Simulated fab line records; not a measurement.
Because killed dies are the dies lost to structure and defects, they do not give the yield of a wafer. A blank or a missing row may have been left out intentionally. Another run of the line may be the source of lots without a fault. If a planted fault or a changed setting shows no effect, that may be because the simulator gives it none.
A single fault, viewed from 2 desks    flow n5 finfet    every desk sees just its own numbers, and what lay behind them comes last

TOOL OWNER'S DESK, rie si-06
The tool's own readings at N5_FIN_SAQP_ETCH_64 (etches SiO2 in CF4, target depth 1.5 nm): means of the sampled wafers that have a number, for each lot that ran on this tool. A lot is out of limits, marked OUT, if its mean lies more than 4 standard deviations from the usual mean; the brackets give that distance.
Columns: A = chamber pressure mTorr at N5_FIN_SAQP_ETCH_64, usual 10.001 mTorr; B = drypump motor current A at N5_FIN_SAQP_ETCH_64, usual 5.8 A; C = oes product au at N5_FIN_SAQP_ETCH_64, usual 0.997 a.u.; D = throttle valve pct at N5_FIN_SAQP_ETCH_64, usual 21.83 %
lot   first seen here  A       B    C                 D
L663  day 2 15:52      9.992   5.7  0.975             21.86
L671  day 4 14:34      10.000  5.9  0.995             21.79
L674  day 5 08:31      10.007  5.3  1.137 (+7.8) OUT  21.92
L676  day 5 21:45      9.989   5.7  1.158 (+8.9) OUT  21.63
L678  day 6 07:33      9.995   5.7  1.077 (+4.4) OUT  21.90
This desk's finding: out of limits on L674, L676, L678; first on L674, day 5 08:31 (oes product au at N5_FIN_SAQP_ETCH_64). Within limits: L663, L671.

FROM THE METROLOGY DESK
What the gauges read for every lot (on any tool): the sampled wafers with a number, averaged. A lot is out of limits, marked OUT, if its mean lies more than 4 standard deviations from the usual mean; the brackets give that distance. Shown here are 7 of its 11 readings, the ones lying furthest out on some lot.
Columns: A = DIBL_N at N5_BEOL_M4_RC_MEAS_101, usual 36.1 mV/V; B = DIBL_P at N5_BEOL_M4_RC_MEAS_101, usual 36.1 mV/V; C = IOFF_N at N5_BEOL_M4_RC_MEAS_101, usual 0.154 nA/um; D = IOFF_P at N5_BEOL_M4_RC_MEAS_101, usual 0.201 nA/um; E = ION_N at N5_BEOL_M4_RC_MEAS_101, usual 675 uA/um; F = ION_P at N5_BEOL_M4_RC_MEAS_101, usual 462 uA/um; G = SS_P at N5_BEOL_M4_RC_MEAS_101, usual 73.3 mV/dec
lot   first seen here  A     B     C      D      E    F    G
L663  day 2 15:33      36.8  37.5  0.160  0.180  672  451  73.6
L664  day 2 21:01      37.1  36.9  0.160  0.212  682  467  73.6
L668  day 3 19:46      35.6  34.1  0.148  0.192  675  464  72.8
L671  day 4 14:14      36.3  35.5  0.135  0.184  666  457  73.2
L674  day 5 08:13      33.4  32.8  0.122  0.166  666  459  73.1
L676  day 5 21:26      36.5  36.3  0.148  0.204  675  461  73.0
L678  day 6 07:11      36.1  37.3  0.153  0.213  671  467  73.1
L680  day 6 21:10      35.4  35.1  0.146  0.189  674  463  72.8
L681  day 7 03:21      37.8  37.5  0.182  0.215  688  465  74.2
L682  day 7 09:53      36.8  37.2  0.176  0.204  682  461  73.3
This desk's verdict: no lot among the 10 shows anything out of limits.

PUT TOGETHER
The tool owner's desk had the chance to raise an alarm at day 5 08:31 on L674, L676, L678.
The metrology desk saw nothing out of limits.
The metrology desk holds a record of L674, L676, L678, inside its limits.
The lots listed all ran N5_FIN_SAQP_ETCH_64 on rie si-06.

WHAT THE SIMULATOR HAD PUT IN
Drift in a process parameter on rie si-06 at N5_FIN_SAQP_ETCH_64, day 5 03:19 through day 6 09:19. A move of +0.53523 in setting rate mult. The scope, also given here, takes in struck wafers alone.
Shown lots that were struck: L674, L676, L678.
Delay in hours, fault start to first out-of-limits reading, by desk: the tool owner's desk at 5.
